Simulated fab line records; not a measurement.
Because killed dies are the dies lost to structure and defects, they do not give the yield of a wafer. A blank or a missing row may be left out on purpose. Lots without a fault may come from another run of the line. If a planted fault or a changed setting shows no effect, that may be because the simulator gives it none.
Comparing a struck lot with a sound one :: flow n5_finfet :: 15 out of 1938 route steps
Sound: the wafers L737.2, L737.4, L737.5. Struck: wafer L748.4 (left out: L748.6, a lot-mate that was not struck); the cause follows at the end.
For every step that has rows: the tool of each side, followed by ch and its chambers, followed by its first start. Under that, the readings that differ: sound wafers :: struck wafers :: difference of the means :: sigmas: that difference in standard deviations of wafers without a fault.
alike: same words and numbers on both sides, and readings whose means sit less than 2 such deviations apart. not compared: any withheld reading, any reading some wafer has no value for, any bound like >300 that may hide the same value, and any number with overlapping values for which the record gives no deviation.
The two part at a step that has a row with sigmas, a row that says differs or no value, or rows on one side only. Non-overlapping numbers with no deviation appear without sigmas and do not part them. A reading missing from all wafers of one side parts the sides only when that side holds two or more wafers.

first, 7 steps without rows for these wafers: N5_BEOL_M12_COAT_22 (resist thk 300 nm); N5_BEOL_M12_EBR_24; N5_BEOL_M12_SOFTBAKE_23 (time 60 s); N5_BEOL_M12_EXPOSE_25 (exposes mask M12); N5_BEOL_M12_PEB_26 (peb time 90 s); N5_BEOL_M12_DEVELOP_27 (develop time 45 s); N5_BEOL_M12_HARDBAKE_32 (time 120 s).
N5_BEOL_M12_CD_MEAS_28 targets a cd of 160.2 nm.
  sound on cd_sem-03 ch 0, day 12 00:00; struck on cd_sem-02 ch 0, day 15 07:20
  alike: cd_nm
N5_BEOL_M12_OVL_MEAS_29:
  sound on overlay-02 ch 0, day 12 00:01; struck on overlay-01 ch 0, day 15 07:21
reading: M12_OVL (nm)
sound: -15 -13 0
struck: 3
difference: +12
sigmas: +2
N5_BEOL_M12_INSPECT_30: inspects for defects (macro).
  sound on defect_inspect-01 at day 12 00:03; struck on defect_inspect-02 at day 15 07:23
  alike: raw_defect_count
N5_BEOL_M12_DESCUM_33: chemistry O2, time 7.9 s.
  sound on rie_diel-03 ch 1,2, day 12 00:05; struck on rie_diel-03 ch 2, day 15 07:33
  alike: chamber_pressure_mTorr, drypump_motor_current_A, oes_product_au, rf_vpp_V, showerhead_plenum_p_Torr, temp_c, throttle_valve_pct
  not compared: rf_hours_counter_h
N5_BEOL_M12_ETCH_67: etches SiARC in CF4, target depth 143 nm, time 238.3 s.
  sound on rie_diel-03 ch 1,2, day 12 00:07; struck on rie_diel-03 ch 2, day 15 07:38
  alike: chamber_pressure_mTorr, drypump_motor_current_A, etch_rf_on_time_s, oes_product_au, rf_vpp_V, showerhead_plenum_p_Torr, throttle_valve_pct
  not compared: rf_hours_counter_h
N5_BEOL_M12_ETCH_68: etches SOC in N2/H2, time 285 s.
  sound on rie_diel-03 ch 1,2, day 12 00:16; struck on rie_diel-03 ch 2, day 15 07:48
reading: model.SiARC_of_BEOL_M12_COAT_66.thk_nm (nm)
sound: 85.6 85.8 86.2
struck: 90.6
difference: +4.7
sigmas: 
  alike: chamber_pressure_mTorr, drypump_motor_current_A, oes_product_au, rf_vpp_V, showerhead_plenum_p_Torr, temp_c, throttle_valve_pct
  not compared: rf_hours_counter_h
then, 1 step without rows for these wafers: N5_BEOL_M12_STRIP_69 (strips in N2/H2).
N5_PASSIVATION_PROBE_49:
  rows exist in the record for the sound wafers here (prober-01, day 13 12:26), none for the struck ones

WHERE THEY PART
At N5_BEOL_M12_OVL_MEAS_29 first; at N5_PASSIVATION_PROBE_49 last (within this record only).

WHY: the cause the simulator had injected
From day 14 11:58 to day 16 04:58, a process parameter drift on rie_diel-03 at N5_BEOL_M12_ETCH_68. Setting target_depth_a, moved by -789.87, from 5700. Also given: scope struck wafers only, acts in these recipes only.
